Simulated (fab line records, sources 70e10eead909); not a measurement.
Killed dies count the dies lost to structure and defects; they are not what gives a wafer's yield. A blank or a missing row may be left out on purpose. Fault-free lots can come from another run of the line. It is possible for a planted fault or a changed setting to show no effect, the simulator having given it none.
Which tool is to blame?	flow nand-harc	6 lots with 18 wafers sampled at 5 steps, on a route of 1159 steps

== WHAT THE GAUGES READ, wafer by wafer ==
NHARC_END_SORT_01.
lot	measured	on	killed-at-other
L272	day 20 01:54	prober-02	1 2 0
L275	day 20 12:49	prober-02	2 0 0
L276	day 20 21:01	prober-02	0 0 0
L279	day 21 22:28	prober-01	0 0 1
L290	day 25 01:14	prober-02	0 1 0
L292	day 24 16:46	prober-01	0 0 0

== TOOL THAT RAN EACH LOT (tool first, then ch and the chambers of the sampled wafers, then the start) ==
lot	NHARC_P_M0_ETCH_15	NHARC_P_M0_ECD_22	NHARC_P_M0_ANNEAL_30	NHARC_P_M0_CMP_23
L272	rie-diel-12 ch 0,1,3, day 6 16:17 or earlier	ecd-cu-02 ch 0,1, day 6 16:17	rtp-anneal-01 ch 0, day 6 16:41	cmp-03 ch 1,2, day 6 16:55
L275	rie-diel-10 ch 0,1, day 6 22:00 or earlier	ecd-cu-01 ch 0, day 6 22:00	rtp-anneal-01 ch 0, day 6 22:20	cmp-03 ch 1,2, day 6 22:41
L276	rie-diel-10 ch 1,2,3, day 7 12:57 or earlier	ecd-cu-02 ch 0,1, day 7 12:57	rtp-anneal-01 ch 0, day 7 13:40	cmp-04 ch 0,1,2, day 7 14:01
L279	rie-diel-08 ch 0,2,3, day 8 04:39 or earlier	ecd-cu-02 ch 0,1, day 8 04:39	rtp-anneal-01 ch 0, day 8 05:02	cmp-03 ch 0,1,2, day 8 05:23
L290	rie-diel-08 ch 1,2,3, day 10 17:33 or earlier	ecd-cu-01 ch 0,1, day 10 17:33	rtp-anneal-02 ch 0, day 10 17:59	cmp-04 ch 0,2,3, day 10 18:16
L292	rie-diel-10 ch 1,2,3, day 11 08:56 or earlier	ecd-cu-02 ch 0,1, day 11 08:56	rtp-anneal-02 ch 0, day 11 09:19	cmp-03 ch 0,1,2, day 11 09:40
- NHARC_P_M0_ETCH_15: etches the open film in C4F8/Ar, target depth 150 nm, overetch 15 nm, time 82.5 s.
- NHARC_P_M0_ECD_22: material Cu, target thk 400 nm.
- NHARC_P_M0_ANNEAL_30: time 90 s.
- NHARC_P_M0_CMP_23: polishes, t overpolish 20 s, target thk 117.53 nm.

== THE ANSWER, worked out from the rows above alone ==
Rule: the lots themselves supply what counts as usual. Put in order of their means at a reading, lots are off if they are a third of the lots or fewer, leave a main group of 4 or more, and stand apart from it by a gap of 3 or more times the standard deviation of the main group's means; of several such gaps the widest counts. A main group whose means are all the same, to the digits that the tables above print for the reading, isn't used. A lot without any number at a reading at which 4 lots or more have one is off too. Where the step has rows for the other lots, those lots are counted as sound.
Across all readings shown, no lot is off: no conclusion can be drawn from this.

== WHAT THE SIMULATOR HAD INSERTED ==
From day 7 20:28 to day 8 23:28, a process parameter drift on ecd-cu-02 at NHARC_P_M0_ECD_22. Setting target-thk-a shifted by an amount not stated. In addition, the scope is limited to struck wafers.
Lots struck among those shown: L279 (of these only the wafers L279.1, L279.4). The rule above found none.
